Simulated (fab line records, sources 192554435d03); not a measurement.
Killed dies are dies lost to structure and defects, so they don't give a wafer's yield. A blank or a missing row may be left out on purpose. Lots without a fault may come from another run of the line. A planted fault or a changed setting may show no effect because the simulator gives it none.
fab line records | flow n5_finfet
record lots=24 wafers=72 last_day=19
route steps=1938 shown BEOL_M2@863
lots that met no fault: from a run of the same line without faults
start_h: hours from the record's first day to the start of the lot's first wafer shown | wait_h: hours since the lot's step before | " the same as in the row above | L1.1+2: a row that stands for several wafers | - no value, or no start given | * or withheld: withheld | < > ~ a bound
route shown NAME@n: a module of which the file shows steps, and the number in the route of the first | usual: mean/standard deviation of fault-free wafers | same: alike in all rows | chamber/n: place in a boat | sites: the reading at each site | _std_site: their standard deviation | _edge_site: outer sites' mean less inner sites' | radius_mm: how far each site lies from the wafer's centre | mask NAME#n: copy n | behind: the tool/chamber that last shaped the wafer | hold: why the lot was held/for how many hours/how that ended | device: the transistor (n, p or np) that didn't switch | end of line: the same wafers' tests at the end of the route | a step without rows: its recipe alone | killed: dies lost to structure and defects at the first sort, not the wafer's yield | map: a wafer's dies, x killed, . not, _ none there
set.NAME: the setting as run; set.NAME@STEP: as run at that earlier step | model.NAME: the simulator's own value behind a step, which no gauge read
steps of the route over a sample of lots; a table a step, a row a wafer
services: from which hour (start_h, from the record's first day; less than 0 if before it) a tool's chamber was out of use, for how many hours, and why
## steps
# step N5_BEOL_M2_STRIP_66
# recipe chemistry=CF4 resist=SiARC power_w=300 bias_power_w=75 pressure_mtorr=50 cf4_flow_sccm=150 rf_frequency_hz=6e+07
# usual cf4_flow_sccm=150.0/0.43 drypump_motor_current_A=5.6/0.49 oes_product_au=0.79/0.083 rf_vpp_V=271.6/1.7 showerhead_plenum_p_Torr=1.82/0.066 throttle_valve_pct=13.57/0.22
# columns lot.wafer tool chamber start_h wait_h cf4_flow_sccm drypump_motor_current_A oes_product_au rf_hours_counter_h rf_vpp_V showerhead_plenum_p_Torr throttle_valve_pct
L074.2 rie_diel-04 3 136.28 0.0 149.9 5.8 0.78 138 270.9 1.74 13.78
L074.3 " 2 " " 150.5 5.8 0.80 75 272.1 1.81 13.55
L074.6 " 0 " " 149.9 4.7 0.83 - 272.5 1.82 13.29
L076.2 rie_diel-05 2 137.61 0.0 149.7 5.2 0.96 4 273.7 1.92 13.19
L076.5 " 1 " " 149.3 5.1 0.69 - 271.9 1.83 13.92
L076.6 " 2 " " 150.3 5.2 0.97 - 274.2 1.92 13.18
L075.1 rie_diel-04 0 144.75 0.0 149.9 4.7 0.83 64 272.4 1.82 13.30
L075.2 " 3 " " 150.1 5.8 0.77 142 268.9 1.74 13.78
L075.5 " 2 " " 149.7 5.8 0.80 - 273.3 1.81 13.56
L077.1 rie_diel-04 2 152.64 0.0 149.9 5.8 0.80 81 272.3 1.80 13.54
L077.5 " 0 " " 150.4 4.8 0.83 - 271.2 1.81 13.29
L077.6 " 1 " " 149.9 5.9 0.73 - 271.5 1.86 13.39
L078.1 rie_diel-06 0 152.89 0.0 150.2 5.8 0.91 20 273.2 1.92 13.56
L078.3 " 3 " " 150.5 5.9 0.78 113 271.8 1.87 13.64
L078.6 " 2 " " 150.4 4.9 0.68 - 271.0 1.78 13.46
L079.3 rie_diel-05 1 167.55 0.0 149.3 5.1 0.69 245 273.5 1.83 13.94
L079.4 " 2 " " 149.8 5.2 0.93 13 272.8 1.91 13.19
L079.6 " 0 " " 150.3 6.4 0.75 - 270.1 1.71 13.54
L080.3 rie_diel-06 0 176.99 0.0 150.0 5.8 0.91 25 273.4 1.92 13.58
L080.4 " 3 " " 149.8 6.0 0.77 118 272.3 1.87 13.62
L080.5 " 3 " " 149.8 6.0 0.77 - 272.2 1.87 13.66
L081.2 rie_diel-05 3 179.81 0.0 149.3 5.6 0.69 223 271.3 1.85 14.02
L081.4 " 1 " " 149.6 5.2 0.68 249 272.9 1.82 13.97
L081.5 " 0 " " 150.3 6.5 0.74 - 268.4 1.71 13.56
L082.1 rie_diel-06 3 180.49 0.0 150.3 6.0 0.77 121 272.7 1.87 13.66
L082.2 " 2 " " 150.3 4.9 0.68 239 270.2 1.78 13.51
L082.5 " 3 " " 150.3 6.0 0.77 - 271.8 1.87 13.64
L083.3 rie_diel-04 3 185.13 0.0 150.3 5.8 0.76 156 271.6 1.73 13.81
L083.5 " 3 " " 150.2 5.8 0.76 - 270.9 1.73 13.83
L083.6 " 2 " " 149.5 5.8 0.79 - 271.9 1.80 13.57
L085.3 rie_diel-05 3 198.52 0.0 149.8 5.5 0.69 231 271.6 1.85 14.03
L085.4 " 1 " " 149.8 5.1 0.97 - 270.9 1.82 13.40
L085.5 " 3 " " 149.9 5.6 0.69 - 273.7 1.85 14.03
L084.2 rie_diel-06 0 201.33 0.0 149.4 5.8 0.88 34 272.7 1.92 13.59
L084.4 " 2 " " 150.3 4.9 0.68 - 268.4 1.78 13.51
L084.6 " 3 " " 149.2 6.0 0.77 - 272.9 1.87 13.66
L087.1 rie_diel-04 1 230.18 0.0 149.8 5.9 0.72 194 274.4 1.85 13.45
L087.2 " 0 " " 149.8 4.7 0.80 97 270.7 1.81 13.37
L087.3 " 3 " " 150.3 5.7 0.74 174 268.5 1.73 13.86
L086.3 rie_diel-05 0 234.82 0.0 150.5 6.4 0.73 186 269.5 1.71 13.61
L086.4 " 3 " " 151.2 5.5 0.67 247 272.8 1.84 14.08
L086.6 " 0 " " 149.7 6.5 0.73 - 271.2 1.71 13.62
L089.1 rie_diel-04 0 237.62 0.0 149.5 4.8 0.79 99 270.6 1.81 13.37
L089.2 " 1 " " 150.1 5.9 0.71 197 275.0 1.85 13.47
L089.3 " 3 " " 150.2 5.8 0.75 177 268.4 1.73 13.87
L088.1 rie_diel-05 0 240.17 0.0 149.9 6.4 0.72 189 270.4 1.70 13.61
L088.4 " 2 " " 150.0 5.2 0.90 29 274.5 1.91 13.25
L088.6 " 0 " " 150.0 6.4 0.72 - 269.6 1.70 13.60
L090.3 rie_diel-05 0 240.76 0.0 149.3 6.4 0.72 190 270.3 1.70 13.60
L090.4 " 0 " " 149.9 6.5 0.72 - 268.6 1.70 13.60
L090.6 " 2 " " 149.5 5.2 0.89 - 273.2 1.91 13.24
L093.1 rie_diel-06 0 260.92 0.0 149.8 5.8 0.85 60 272.5 1.91 13.67
L093.5 " 3 " " 149.7 6.0 0.75 - 272.7 1.86 13.72
L093.6 " 0 " " 150.0 5.8 0.84 - 272.9 1.91 13.68
L091.2 rie_diel-04 0 266.10 0.0 151.0 4.8 0.79 110 271.8 1.80 13.41
L091.4 " 3 " " 150.2 5.7 0.73 188 269.6 1.72 13.89
L091.6 " 1 " " 149.5 5.9 0.71 - 272.3 1.84 13.49
L094.2 rie_diel-06 2 266.54 0.0 150.0 4.9 0.94 14 270.7 1.78 13.01
L094.3 " 1 " " 150.2 5.8 0.74 172 269.6 1.73 13.74
L094.6 " 3 " " 150.7 6.0 0.74 - 272.9 1.86 13.72
L095.2 rie_diel-05 3 268.95 0.0 150.1 5.5 0.92 4 272.9 1.84 13.48
L095.3 " 2 " " 149.5 5.2 0.87 43 273.4 1.90 13.28
L095.4 " 1 " " 150.8 5.1 0.87 33 271.4 1.82 13.48
L092.4 rie_diel-05 1 269.65 0.0 149.9 5.2 0.88 33 272.4 1.82 13.49
L092.5 " 3 " " 149.8 5.5 0.93 - 272.6 1.84 13.50
L092.6 " 0 " " 150.0 6.4 0.71 - 269.5 1.70 13.65
L096.1 rie_diel-06 1 271.41 0.0 149.5 5.8 0.74 174 267.7 1.73 13.72
L096.3 " 2 " " 149.7 4.9 0.94 16 271.4 1.78 13.02
L096.5 " 0 " " 150.2 5.8 0.84 - 271.8 1.91 13.68
L097.1 rie_diel-05 0 290.62 0.0 149.9 6.4 0.71 209 266.7 1.70 13.65
L097.2 " 2 " " 150.3 5.2 0.86 49 273.9 1.90 13.29
L097.3 " 3 " " 150.1 5.6 0.91 9 272.4 1.84 13.51
# step N5_BEOL_M2_HM_OPEN_17
# recipe chemistry=Cl2/BCl3 target_depth_a=200 overetch_a=60 target=TiN mask_material=SOC ion_energy_ev=150 pressure_mtorr=10 icp_w=1000 bias_w=126 Cl2_flow_sccm=53.25 bcl3_flow_sccm=21.75 Ar_flow_sccm=25
# usual drypump_motor_current_A=5.4/0.33 oes_product_au=0.67/0.078 throttle_valve_pct=22.25/0.26
# columns lot.wafer tool chamber start_h wait_h drypump_motor_current_A oes_product_au rf_hours_counter_h throttle_valve_pct
L074.2 rie_metal-01 1 136.40 0.1 6.0 0.59 82 22.73
L074.3 " 0 " " 5.1 0.71 - 22.17
L074.6 " 0 " " 5.1 0.70 - 22.17
L076.2 rie_metal-01 1 137.65 0.0 6.0 0.60 82 22.73
L076.5 " 1 " " 6.0 0.59 - 22.73
L076.6 " 0 " " 5.1 0.71 - 22.18
L075.1 rie_metal-03 1 144.80 0.0 5.7 0.74 17 22.35
L075.2 " 0 " " 5.1 0.61 75 22.20
L075.5 " 1 " " 5.7 0.75 - 22.35
L077.1 rie_metal-01 0 152.68 0.0 5.1 0.70 30 22.18
L077.5 " 0 " " 5.1 0.70 - 22.17
L077.6 " 1 " " 6.0 0.59 - 22.74
L078.1 rie_metal-03 0 152.94 0.0 5.1 0.61 75 22.21
L078.3 " 0 " " 5.1 0.60 - 22.21
L078.6 " 1 " " 5.7 0.73 - 22.35
L079.3 rie_metal-01 0 167.62 0.1 5.1 0.70 - 22.19
L079.4 " 1 " " 6.0 0.58 - 22.74
L079.6 " 1 " " 6.0 0.59 - 22.73
L080.3 rie_metal-02 1 177.06 0.1 5.1 0.54 - 22.43
L080.4 " 0 " " 5.2 0.78 - 21.93
L080.5 " 1 " " 5.1 0.54 - 22.43
L081.2 rie_metal-03 0 179.86 0.0 5.1 0.59 77 22.23
L081.4 " 0 " " 5.1 0.60 - 22.23
L081.5 " 0 " " 5.1 0.60 - 22.22
L082.1 rie_metal-02 1 180.53 0.0 5.1 0.54 115 22.42
L082.2 " 0 " " 5.2 0.80 7 21.91
L082.5 " 0 " " 5.2 0.79 - 21.93
L083.3 rie_metal-02 1 185.21 0.1 5.1 0.54 - 22.42
L083.5 " 1 " " 5.2 0.54 - 22.43
L083.6 " 0 " " 5.2 0.78 - 21.93
L085.3 rie_metal-02 1 198.59 0.1 5.1 0.54 - 22.43
L085.4 " 0 " " 5.2 0.77 - 21.93
L085.5 " 1 " " 5.1 0.54 - 22.41
L084.2 rie_metal-01 1 201.37 0.0 6.0 0.58 88 22.76
L084.4 " 1 " " 6.0 0.58 - 22.76
L084.6 " 0 " " 5.1 0.68 - 22.22
L087.1 rie_metal-03 0 230.22 0.0 5.1 0.59 83 22.23
L087.2 " 1 " " 5.7 0.70 25 22.37
L087.3 " 0 " " 5.1 0.59 - 22.21
L086.3 rie_metal-02 0 234.92 0.1 5.2 0.76 - 21.94
L086.4 " 0 " " 5.2 0.76 - 21.91
L086.6 " 0 " " 5.2 0.75 - 21.93
L089.1 rie_metal-03 0 237.66 0.0 5.1 0.60 84 22.23
L089.2 " 1 " " 5.7 0.71 26 22.38
L089.3 " 1 " " 5.7 0.70 - 22.38
L088.1 rie_metal-01 0 240.22 0.0 5.1 0.68 37 22.22
L088.4 " 1 " " 6.0 0.58 - 22.76
L088.6 " 0 " " 5.1 0.68 - 22.19
L090.3 rie_metal-03 1 240.83 0.1 5.7 0.70 - 22.37
L090.4 " 0 " " 5.1 0.59 - 22.22
L090.6 " 0 " " 5.1 0.60 - 22.22
L093.1 rie_metal-01 0 260.96 0.0 5.1 0.67 40 22.21
L093.5 " 0 " " 5.1 0.67 - 22.21
L093.6 " 1 " " 6.0 0.58 - 22.75
L091.2 rie_metal-03 0 266.14 0.0 5.1 0.59 87 22.21
L091.4 " 1 " " 5.7 0.70 - 22.35
L091.6 " 0 " " 5.1 0.60 - 22.21
L094.2 rie_metal-02 0 266.61 0.1 5.2 0.74 - 21.96
L094.3 " 0 " " 5.2 0.74 - 21.94
L094.6 " 0 " " 5.2 0.74 - 21.95
L095.2 rie_metal-02 0 269.02 0.1 5.2 0.74 - 21.94
L095.3 " 0 " " 5.2 0.74 - 21.95
L095.4 " 0 " " 5.2 0.74 - 21.96
L092.4 rie_metal-02 0 269.78 0.1 5.2 0.74 - 21.95
L092.5 " 0 " " 5.2 0.74 - 21.94
L092.6 " 0 " " 5.2 0.74 - 21.95
L096.1 rie_metal-02 0 271.45 0.0 5.2 0.73 18 21.95
L096.3 " 0 " " 5.2 0.73 - 21.93
L096.5 " 0 " " 5.2 0.74 - 21.94
L097.1 rie_metal-03 0 290.66 0.0 5.1 0.59 88 22.24
L097.2 " 1 " " 5.7 0.69 30 22.38
L097.3 " 0 " " 5.1 0.58 - 22.26
# step N5_BEOL_M2_STRIP_36
# recipe chemistry=N2/H2 power_w=450 temp_c=40 pressure_mtorr=20 rf_frequency_hz=6e+07 overash_fraction=0.3 bias_power_w=7 h2_frac=0.5 n2_flow_sccm=200 h2_flow_sccm=200
# usual drypump_motor_current_A=5.6/0.47 oes_product_au=0.79/0.084 rf_vpp_V=59.2/1.3 showerhead_plenum_p_Torr=2.57/0.093 throttle_valve_pct=23.56/0.28
# columns lot.wafer tool chamber start_h wait_h drypump_motor_current_A oes_product_au rf_hours_counter_h rf_vpp_V showerhead_plenum_p_Torr throttle_valve_pct
L074.2 rie_diel-05 1 144.04 0.0 5.1 0.71 238 61.8 2.60 23.67
L074.3 " 3 " " 5.6 0.69 212 58.3 2.60 23.62
L074.6 " 3 " " 5.5 0.69 - 60.0 2.60 23.64
L076.2 rie_diel-04 0 147.11 0.0 4.8 0.84 65 57.5 2.56 23.53
L076.5 " 2 " " 5.8 0.80 - 58.7 2.59 24.00
L076.6 " 1 " " 6.0 0.73 - 58.6 2.63 23.39
L075.1 rie_diel-06 0 147.74 0.0 5.8 0.94 17 58.4 2.71 23.82
L075.2 " 2 " " 5.0 0.67 229 60.9 2.50 23.30
L075.5 " 3 " " 6.0 0.80 - 62.7 2.67 23.62
L077.1 rie_diel-04 0 155.87 0.0 4.8 0.84 68 60.9 2.56 23.55
L077.5 " 2 " " 5.8 0.80 - 62.4 2.58 24.04
L077.6 " 1 " " 5.9 0.75 - 59.2 2.63 23.46
L078.1 rie_diel-06 1 156.25 0.0 5.8 0.79 135 59.4 2.45 23.62
L078.3 " 2 " " 5.0 0.67 232 58.3 2.50 23.30
L078.6 " 2 " " 4.9 0.68 - 58.9 2.50 23.30
L079.3 rie_diel-04 3 174.55 0.0 5.8 0.77 150 58.1 2.42 23.53
L079.4 " 2 " " 5.8 0.82 84 59.4 2.58 24.03
L079.6 " 0 " " 4.7 0.83 - 59.3 2.56 23.58
L080.3 rie_diel-06 1 183.66 0.0 5.8 0.77 143 60.4 2.44 23.63
L080.4 " 0 " " 5.9 0.94 28 57.1 2.71 23.84
L080.5 " 0 " " 5.8 0.94 - 58.7 2.71 23.82
L081.2 rie_diel-04 0 185.91 0.0 4.8 0.81 79 59.5 2.55 23.56
L081.4 " 3 " " 5.8 0.76 157 60.7 2.42 23.54
L081.5 " 0 " " 4.8 0.82 - 60.2 2.55 23.59
L082.1 rie_diel-05 3 185.95 0.0 5.5 0.69 226 58.3 2.59 23.65
L082.2 " 2 " " 5.2 0.94 20 57.3 2.68 22.78
L082.5 " 0 " " 6.4 0.76 - 56.9 2.43 23.47
L083.3 rie_diel-04 0 200.17 0.0 4.8 0.83 83 60.4 2.55 23.54
L083.5 " 2 " " 5.8 0.79 - 60.7 2.58 24.03
L083.6 " 3 " " 5.8 0.76 - 58.2 2.42 23.52
L085.3 rie_diel-06 2 200.67 0.0 5.0 0.66 246 59.0 2.50 23.33
L085.4 " 0 " " 5.8 0.90 - 57.7 2.71 23.83
L085.5 " 3 " " 6.0 0.79 - 59.4 2.67 23.63
L084.2 rie_diel-06 3 203.18 0.0 6.0 0.78 129 58.5 2.66 23.64
L084.4 " 0 " " 5.9 0.91 - 60.7 2.71 23.84
L084.6 " 3 " " 6.1 0.78 - 58.1 2.67 23.67
L087.1 rie_diel-04 1 231.30 0.0 5.9 0.71 194 60.7 2.62 23.46
L087.2 " 0 " " 4.7 0.82 97 58.1 2.55 23.58
L087.3 " 3 " " 5.8 0.76 174 58.7 2.41 23.56
L086.3 rie_diel-05 1 236.48 0.0 5.1 0.95 16 58.2 2.58 23.48
L086.4 " 3 " " 5.5 0.67 248 57.7 2.58 23.67
L086.6 " 2 " " 5.2 0.92 - 56.9 2.68 22.77
L089.1 rie_diel-05 0 239.02 0.0 6.4 0.73 189 57.1 2.42 23.50
L089.2 " 1 " " 5.2 0.92 18 57.5 2.59 23.48
L089.3 " 2 " " 5.2 0.93 28 59.5 2.68 22.74
L088.1 rie_diel-04 3 243.69 0.0 5.8 0.73 181 59.0 2.41 23.57
L088.4 " 1 " " 6.0 0.71 199 57.6 2.62 23.50
L088.6 " 1 " " 6.0 0.71 - 59.8 2.62 23.48
L090.3 rie_diel-06 1 247.38 0.0 5.8 0.74 163 58.5 2.44 23.63
L090.4 " 2 " " 5.0 0.99 5 58.7 2.49 23.07
L090.6 " 3 " " 6.0 0.76 - 57.2 2.66 23.69
L094.2 rie_diel-04 2 271.08 0.0 5.8 0.76 116 58.6 2.57 24.05
L094.3 " 1 " " 6.0 0.70 209 60.1 2.61 23.48
L094.6 " 0 " " 4.8 0.79 - 60.1 2.54 23.62
L093.1 rie_diel-04 0 272.90 0.0 4.8 0.79 113 61.4 2.54 23.59
L093.5 " 1 " " 5.9 0.70 - 59.3 2.61 23.50
L093.6 " 0 " " 4.8 0.80 - 59.2 2.54 23.63
L091.2 rie_diel-06 3 273.14 0.0 6.0 0.76 157 60.1 2.65 23.67
L091.4 " 0 " " 5.9 0.87 64 58.6 2.69 23.85
L091.6 " 0 " " 5.8 0.88 - 60.1 2.69 23.88
L095.2 rie_diel-04 2 273.50 0.0 5.8 0.76 117 57.9 2.57 24.07
L095.3 " 0 " " 4.7 0.79 113 57.4 2.54 23.63
L095.4 " 1 " " 5.9 0.69 210 58.6 2.61 23.49
L092.4 rie_diel-05 0 273.62 0.0 6.5 0.72 204 59.2 2.42 23.52
L092.5 " 3 " " 5.6 0.92 - 59.0 2.58 23.22
L092.6 " 0 " " 6.5 0.73 - 59.9 2.42 23.50
L096.1 rie_diel-06 1 273.62 0.0 5.8 0.74 175 59.7 2.43 23.67
L096.3 " 2 " " 5.0 0.96 16 58.9 2.49 23.09
L096.5 " 0 " " 5.8 0.85 - 61.7 2.69 23.87
L097.1 rie_diel-06 3 297.24 0.0 6.0 0.74 163 57.8 2.65 23.68
L097.2 " 2 " " 5.0 0.94 22 58.3 2.49 23.09
L097.3 " 1 " " 5.8 0.74 181 58.5 2.43 23.67
# step N5_BEOL_M2_SPUTTER_48
# recipe material=Cu target_thk_a=45 temp_c=-20 chamber_pressure_pa=0.07 power_w=withheld time_s=8.29
# usual throttle_valve_pct=30.3/1.2
# columns lot.wafer tool chamber start_h wait_h throttle_valve_pct
L074.2 pvd_sputter-01 - 145.26 0.1 29.8
L074.3 " - " " 31.2
L074.6 " - " " 30.1
L076.2 pvd_sputter-01 - 148.48 0.1 31.2
L076.5 " - " " 31.0
L076.6 " - " " 29.9
L075.1 pvd_sputter-02 - 150.29 1.2 28.9
L075.2 " - " " 29.7
L075.5 " - " " 29.0
L077.1 pvd_sputter-02 - 157.30 0.2 28.8
L077.5 " - " " 28.8
L077.6 " - " " 29.1
L078.1 pvd_sputter-03 - 157.60 0.1 30.5
L078.3 " - " " 31.1
L078.6 " - " " 30.4
L079.3 pvd_sputter-01 - 176.32 0.2 31.4
L079.4 " - " " 31.1
L079.6 " - " " 31.4
L080.3 pvd_sputter-01 - 185.76 0.2 31.3
L080.4 " - " " 29.9
L080.5 " - " " 31.3
L081.2 pvd_sputter-02 - 187.19 0.2 28.7
L081.4 " - " " 29.2
L081.5 " - " " 29.2
L082.1 pvd_sputter-01 - 187.60 0.3 31.3
L082.2 " - " " 31.1
L082.5 " - " " 31.0
L083.3 pvd_sputter-01 - 201.40 0.1 31.2
L083.5 " - " " 31.1
L083.6 " - " " 31.4
L085.3 pvd_sputter-01 - 203.24 0.2 31.2
L085.4 " - " " 31.2
L085.5 " - " " 29.9
L084.2 pvd_sputter-02 - 204.72 0.1 29.4
L084.4 " - " " 28.9
L084.6 " - " " 29.2
L087.1 pvd_sputter-03 - 232.23 0.1 32.7
L087.2 " - " " 30.8
L087.3 " - " " 29.7
L086.3 pvd_sputter-03 - 237.68 0.1 30.4
L086.4 " - " " 29.5
L086.6 " - " " 32.8
L089.1 pvd_sputter-02 - 240.16 0.1 28.8
L089.2 " - " " 28.8
L089.3 " - " " 29.4
L088.1 pvd_sputter-01 - 245.57 0.2 30.1
L088.4 " - " " 31.1
L088.6 " - " " 31.0
L090.3 pvd_sputter-02 - 248.85 0.1 28.8
L090.4 " - " " 28.7
L090.6 " - " " 29.5
L094.2 pvd_sputter-02 - 272.64 0.4 28.7
L094.3 " - " " 29.4
L094.6 " - " " 28.8
L093.1 pvd_sputter-02 - 274.48 0.1 29.4
L093.5 " - " " 28.8
L093.6 " - " " 29.4
L091.2 pvd_sputter-03 - 274.60 0.1 31.3
L091.4 " - " " 29.5
L091.6 " - " " 31.2
L095.2 pvd_sputter-03 - 276.48 1.7 33.0
L095.3 " - " " 30.8
L095.4 " - " " 30.8
L092.4 pvd_sputter-03 - 278.36 1.5 29.4
L092.5 " - " " 32.7
L092.6 " - " " 29.8
L096.1 pvd_sputter-02 - 279.45 0.8 29.7
L096.3 " - " " 29.4
L096.5 " - " " 29.5
L097.1 pvd_sputter-03 - 298.28 0.1 32.6
L097.2 " - " " 29.7
L097.3 " - " " 30.4
# step N5_BEOL_M2_ANNEAL_49
# recipe temp_c=400 time_s=240 ambient=vacuum
# usual heater_power_w=833/75 susceptor_temp_C_max=401.1/0.34
# columns lot.wafer tool chamber start_h wait_h heater_power_w susceptor_temp_C_max
L074.2 pvd_sputter-01 - 145.34 0.0 883 400.4
L074.3 " - " " 956 401.0
L074.6 " - " " 868 400.5
L076.2 pvd_sputter-01 - 148.56 0.0 853 400.9
L076.5 " - " " 947 401.0
L076.6 " - " " 872 400.3
L075.1 pvd_sputter-02 - 150.37 0.0 792 401.1
L075.2 " - " " 922 401.7
L075.5 " - " " 816 401.3
L077.1 pvd_sputter-02 - 157.38 0.0 815 401.8
L077.5 " - " " 811 401.1
L077.6 " - " " 818 401.1
L078.1 pvd_sputter-03 - 157.68 0.0 832 400.7
L078.3 " - " " 738 401.0
L078.6 " - " " 823 401.2
L079.3 pvd_sputter-01 - 176.40 0.0 691 400.8
L079.4 " - " " 881 400.9
L079.6 " - " " 935 401.4
L080.3 pvd_sputter-01 - 185.84 0.0 869 400.8
L080.4 " - " " 860 400.7
L080.5 " - " " 700 401.1
L081.2 pvd_sputter-02 - 187.27 0.0 810 400.7
L081.4 " - " " 793 400.8
L081.5 " - " " 904 400.9
L082.1 pvd_sputter-01 - 187.68 0.0 712 400.9
L082.2 " - " " 875 401.1
L082.5 " - " " 863 400.8
L083.3 pvd_sputter-01 - 201.48 0.0 854 400.9
L083.5 " - " " 884 400.9
L083.6 " - " " 709 401.0
L085.3 pvd_sputter-01 - 203.32 0.0 891 401.1
L085.4 " - " " 701 401.1
L085.5 " - " " 857 401.6
L084.2 pvd_sputter-02 - 204.80 0.0 926 401.4
L084.4 " - " " 805 401.2
L084.6 " - " " 801 401.2
L087.1 pvd_sputter-03 - 232.31 0.0 947 401.0
L087.2 " - " " 828 401.1
L087.3 " - " " 757 400.4
L086.3 pvd_sputter-03 - 237.76 0.0 846 400.7
L086.4 " - " " 731 400.5
L086.6 " - " " 970 401.3
L089.1 pvd_sputter-02 - 240.24 0.0 799 401.4
L089.2 " - " " 824 400.9
L089.3 " - " " 926 401.5
L088.1 pvd_sputter-01 - 245.65 0.0 857 400.6
L088.4 " - " " 711 400.9
L088.6 " - " " 881 400.6
L090.3 pvd_sputter-02 - 248.93 0.0 780 401.4
L090.4 " - " " 822 400.4
L090.6 " - " " 892 401.1
L094.2 pvd_sputter-02 - 272.72 0.0 812 401.3
L094.3 " - " " 788 401.2
L094.6 " - " " 788 401.0
L093.1 pvd_sputter-02 - 274.56 0.0 808 400.9
L093.5 " - " " 818 400.9
L093.6 " - " " 793 401.1
L091.2 pvd_sputter-03 - 274.68 0.0 748 401.6
L091.4 " - " " 728 400.6
L091.6 " - " " 756 401.0
L095.2 pvd_sputter-03 - 276.56 0.0 947 401.2
L095.3 " - " " 742 401.6
L095.4 " - " " 839 401.3
L092.4 pvd_sputter-03 - 278.44 0.0 736 400.5
L092.5 " - " " 956 401.3
L092.6 " - " " 728 400.5
L096.1 pvd_sputter-02 - 279.53 0.0 944 401.7
L096.3 " - " " 797 400.9
L096.5 " - " " 915 401.4
L097.1 pvd_sputter-03 - 298.36 0.0 968 401.1
L097.2 " - " " 750 400.4
L097.3 " - " " 823 401.1
# step N5_BEOL_M2_ANNEAL_80
# recipe temp_c=400 time_s=240 ambient=vacuum
# usual heater_power_w=833/76 susceptor_temp_C_max=401.0/0.35
# columns lot.wafer tool chamber start_h wait_h heater_power_w susceptor_temp_C_max
L074.2 pvd_sputter-01 - 145.56 0.0 875 401.2
L074.3 " - " " 951 401.3
L074.6 " - " " 855 401.2
L076.2 pvd_sputter-01 - 148.78 0.0 869 400.8
L076.5 " - " " 920 401.4
L076.6 " - " " 866 400.5
L075.1 pvd_sputter-02 - 150.59 0.0 827 400.8
L075.2 " - " " 928 401.4
L075.5 " - " " 802 401.6
L077.1 pvd_sputter-02 - 157.60 0.0 815 400.9
L077.5 " - " " 797 401.3
L077.6 " - " " 831 401.1
L078.1 pvd_sputter-03 - 157.90 0.0 826 400.7
L078.3 " - " " 779 400.7
L078.6 " - " " 812 401.0
L079.3 pvd_sputter-01 - 176.62 0.0 707 401.1
L079.4 " - " " 837 401.2
L079.6 " - " " 928 401.2
L080.3 pvd_sputter-01 - 186.06 0.0 878 401.1
L080.4 " - " " 853 400.8
L080.5 " - " " 704 401.1
L081.2 pvd_sputter-02 - 187.49 0.0 827 400.8
L081.4 " - " " 789 400.4
L081.5 " - " " 906 401.8
L082.1 pvd_sputter-01 - 187.90 0.0 697 400.9
L082.2 " - " " 881 401.0
L082.5 " - " " 846 401.0
L083.3 pvd_sputter-01 - 201.70 0.0 904 400.8
L083.5 " - " " 865 401.0
L083.6 " - " " 691 401.1
L085.3 pvd_sputter-01 - 203.54 0.0 865 401.4
L085.4 " - " " 705 400.8
L085.5 " - " " 861 400.4
L084.2 pvd_sputter-02 - 205.02 0.0 895 401.4
L084.4 " - " " 809 401.0
L084.6 " - " " 784 401.0
L087.1 pvd_sputter-03 - 232.53 0.0 966 401.3
L087.2 " - " " 842 400.9
L087.3 " - " " 738 400.5
L086.3 pvd_sputter-03 - 237.98 0.0 836 400.8
L086.4 " - " " 738 400.5
L086.6 " - " " 968 401.3
L089.1 pvd_sputter-02 - 240.46 0.0 814 401.7
L089.2 " - " " 801 401.0
L089.3 " - " " 918 401.6
L088.1 pvd_sputter-01 - 245.87 0.0 853 400.5
L088.4 " - " " 707 401.7
L088.6 " - " " 879 400.5
L090.3 pvd_sputter-02 - 249.15 0.0 813 401.5
L090.4 " - " " 825 401.0
L090.6 " - " " 917 400.7
L094.2 pvd_sputter-02 - 272.94 0.0 823 400.3
L094.3 " - " " 782 401.2
L094.6 " - " " 807 401.5
L093.1 pvd_sputter-02 - 274.78 0.0 768 400.5
L093.5 " - " " 833 401.1
L093.6 " - " " 798 400.7
L091.2 pvd_sputter-03 - 274.90 0.0 744 400.9
L091.4 " - " " 734 400.4
L091.6 " - " " 744 401.6
L095.2 pvd_sputter-03 - 276.78 0.0 931 401.3
L095.3 " - " " 754 401.2
L095.4 " - " " 829 400.7
L092.4 pvd_sputter-03 - 278.66 0.0 719 400.5
L092.5 " - " " 952 400.9
L092.6 " - " " 735 400.7
L096.1 pvd_sputter-02 - 279.75 0.0 919 401.2
L096.3 " - " " 777 401.5
L096.5 " - " " 913 400.8
L097.1 pvd_sputter-03 - 298.58 0.0 974 401.2
L097.2 " - " " 734 400.1
L097.3 " - " " 839 401.2
## services
# columns tool chamber start_h hours kind
rie_metal-02 - 125.79 14.6 pm
rie_diel-05 0 147.50 7.9 repair
rie_diel-04 2 158.73 9.8 repair
rie_diel-05 1 182.10 - clean
rie_diel-05 1 182.10 - consumable_replace:focus_ring
rie_diel-05 1 182.10 14.4 scheduled_down
rie_diel-05 1 182.10 14.4 vent_cycle
rie_diel-05 2 186.93 18.4 repair
pvd_sputter-02 - 189.66 6.6 repair
rie_diel-06 1 194.90 14.0 repair
rie_diel-06 2 211.29 - clean
rie_diel-06 2 211.29 - consumable_replace:focus_ring
rie_diel-06 2 211.29 18.5 scheduled_down
rie_diel-06 2 211.29 18.5 vent_cycle
rie_diel-04 2 221.50 5.6 repair
rie_diel-04 2 227.60 7.5 repair
rie_diel-05 3 240.19 - clean
rie_diel-05 3 240.19 - consumable_replace:focus_ring
rie_diel-05 3 240.19 20.8 scheduled_down
rie_diel-04 - 246.59 4.3 pm
rie_diel-04 3 270.27 1.4 repair
rie_diel-05 1 276.52 6.8 repair
pvd_sputter-03 - 294.50 0.8 repair
rie_metal-01 0 295.29 6.3 repair
## key
fault none
